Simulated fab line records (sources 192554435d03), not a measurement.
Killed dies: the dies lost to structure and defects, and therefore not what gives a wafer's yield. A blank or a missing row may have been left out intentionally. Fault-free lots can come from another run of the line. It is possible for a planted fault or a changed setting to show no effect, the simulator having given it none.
Matching of chambers -- flow n5-finfet -- pecvd-01 running N5_BEOL_M5_DEP_56: 3 sister chambers
The step deposits SiCN from 3MS/NH3, target thk 8 nm, time 14 s. 16 wafers are shown with their chamber, then 8 later ones without.

## WAFERS WITH THEIR CHAMBER
wafer,chamber,throttle-valve-pct (%),showerhead-plenum-p-Torr (Torr)
L074.1,2,8.4,3.695
L074.4,1,10.5,3.688
L074.5,0,9.0,3.659
L077.1,2,8.5,3.692
L077.2,1,10.4,3.681
L077.4,2,8.4,3.697
L084.2,2,8.7,3.697
L084.3,1,10.4,3.670
L084.6,0,9.0,3.657
L086.1,1,10.4,3.684
L086.3,2,8.2,3.693
L086.5,1,10.5,3.681
L087.1,1,10.3,3.679
L087.5,2,8.6,3.692
L087.6,0,8.9,3.659
L091.2,2,8.4,3.700

SIGNATURES (averages over the wafers above)
reading,chamber 0,chamber 1,chamber 2,scatter within a chamber
throttle-valve-pct,8.967,10.417,8.457,0.122
showerhead-plenum-p-Torr,3.65833,3.68050,3.69514,0.00429
Rule: for each reading, subtract the chamber's mean from the wafer's reading, divide by that reading's scatter and square the result; add these up over the readings and take the root, which gives the wafer's distance from the chamber. If the next closest chamber is less than 2 further off than the closest, the wafer can't be placed; otherwise it belongs to the closest. The scatter: take each reading less its chamber's mean, square it, sum over the shown wafers, divide by the number of wafers less the number of chambers, and take the root.

## WAFERS WHOSE CHAMBER IS MISSING
wafer,throttle-valve-pct (%),showerhead-plenum-p-Torr (Torr)
L091.3,10.1,3.684
L091.6,8.5,3.694
L096.2,9.0,3.659
L096.4,8.5,3.698
L096.6,10.4,3.671
L097.3,9.0,3.661
L097.5,10.4,3.688
L097.6,8.7,3.707

## CHAMBER TAKEN BY EACH
wafer,from the rows above,in truth
L091.3,1,1
L091.6,2,2
L096.2,0,0
L096.4,2,2
L096.6,1,1
L097.3,0,0
L097.5,1,1
L097.6,2,2
Placed correctly: 8 of 8. Can't be placed from these rows: 0. Wrongly placed: 0.
